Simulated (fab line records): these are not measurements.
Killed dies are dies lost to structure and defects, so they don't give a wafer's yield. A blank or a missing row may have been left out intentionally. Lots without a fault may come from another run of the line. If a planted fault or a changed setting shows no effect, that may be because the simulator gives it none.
One fault seen from 2 desks    flow n5-finfet    numbers are kept per desk, each desk with only its own; the story behind them comes last

## AT THE TOOL OWNER'S DESK: cmp-02
The tool's own readings at N5_MOL_CONTACT_COAG_CMP_23 (polishes, stops on SiO2, t overpolish 1.5 s, target thk 0 nm): means of the sampled wafers that have a number, for each lot that ran on this tool. A lot is out of limits, marked OUT, if its mean lies more than 4 standard deviations from the usual mean; the brackets give that distance.
Columns: A = motor-current-A at N5_MOL_CONTACT_COAG_CMP_23, usual 8.0 A; B = overpolish-run-s at N5_MOL_CONTACT_COAG_CMP_23, usual 1.499 s; C = time-to-endpoint-s at N5_MOL_CONTACT_COAG_CMP_23, usual 9 s
lot   first seen here  A    B      C
L583  day 5 11:17      7.1  1.505  11
L586  day 6 06:04      8.0  1.501  10
L595  day 8 09:49      7.7  1.491  10
L596  day 8 15:03      7.8  1.499  12
Finding of this desk: none of the 4 lots has anything out of limits.

## METROLOGY DESK
Lot by lot, what the gauges showed, no matter which tool ran the lot: averages of those sampled wafers that carry a number. A lot is out of limits, marked OUT, if its mean lies more than 4 standard deviations from the usual mean; the brackets give that distance. Of its 12 readings 7 are shown: the one that was out of limits first, and those that lie furthest out on some lot.
Columns: A = MD_CAP_THK at N5_MOL_CONTACT_COAG_THK_MEAS_29, usual 17.94 nm; B = IOFF_P at N5_BEOL_M4_RC_MEAS_101, usual 0.23 nA/um; C = ION_N at N5_BEOL_M4_RC_MEAS_101, usual 680 uA/um; D = ION_P at N5_BEOL_M4_RC_MEAS_101, usual 466 uA/um; E = SS_N at N5_BEOL_M4_RC_MEAS_101, usual 71.7 mV/dec; F = VT_N at N5_BEOL_M4_RC_MEAS_101, usual 248 mV; G = VT_P at N5_BEOL_M4_RC_MEAS_101, usual -249 mV
lot   first seen here  A                 B     C    D    E     F    G
L583  day 5 04:20      17.95             0.30  701  478  72.1  243  -243
L586  day 6 00:47      17.90             0.23  683  465  72.2  249  -250
L595  day 8 03:29      16.27 (-18) OUT   0.21  682  464  71.8  248  -250
L596  day 8 10:28      17.43 (-5.5) OUT  0.22  661  462  71.5  252  -248
L599  day 9 03:50      17.92             0.21  665  457  70.7  251  -251
L600  day 9 12:55      17.93             0.23  682  469  71.6  247  -250
L602  day 9 20:49      18.10             0.25  692  466  72.7  247  -250
L603  day 10 10:25     18.04             0.21  676  465  71.2  251  -252
This desk's finding: out of limits on L595, L596; first on L595, day 8 12:30 (MD_CAP_THK at N5_MOL_CONTACT_COAG_THK_MEAS_29). Within limits: L583, L586, L599, L600, L602, L603.

## TAKEN TOGETHER
At day 8 12:30 the metrology desk could have sounded an alarm, on L595, L596.
The tool owner's desk saw nothing out of limits.
The tool owner's desk has L595, L596 on record, within its limits.
On cmp-02, each named lot ran N5_MOL_CONTACT_COAG_CMP_23.

## WHAT WAS PUT IN BY THE SIMULATOR
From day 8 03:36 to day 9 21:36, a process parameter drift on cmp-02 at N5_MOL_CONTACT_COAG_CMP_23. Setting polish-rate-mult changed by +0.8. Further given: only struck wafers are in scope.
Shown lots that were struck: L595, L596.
Delay in hours, fault start to first out-of-limits reading, per desk: metrology desk 9.
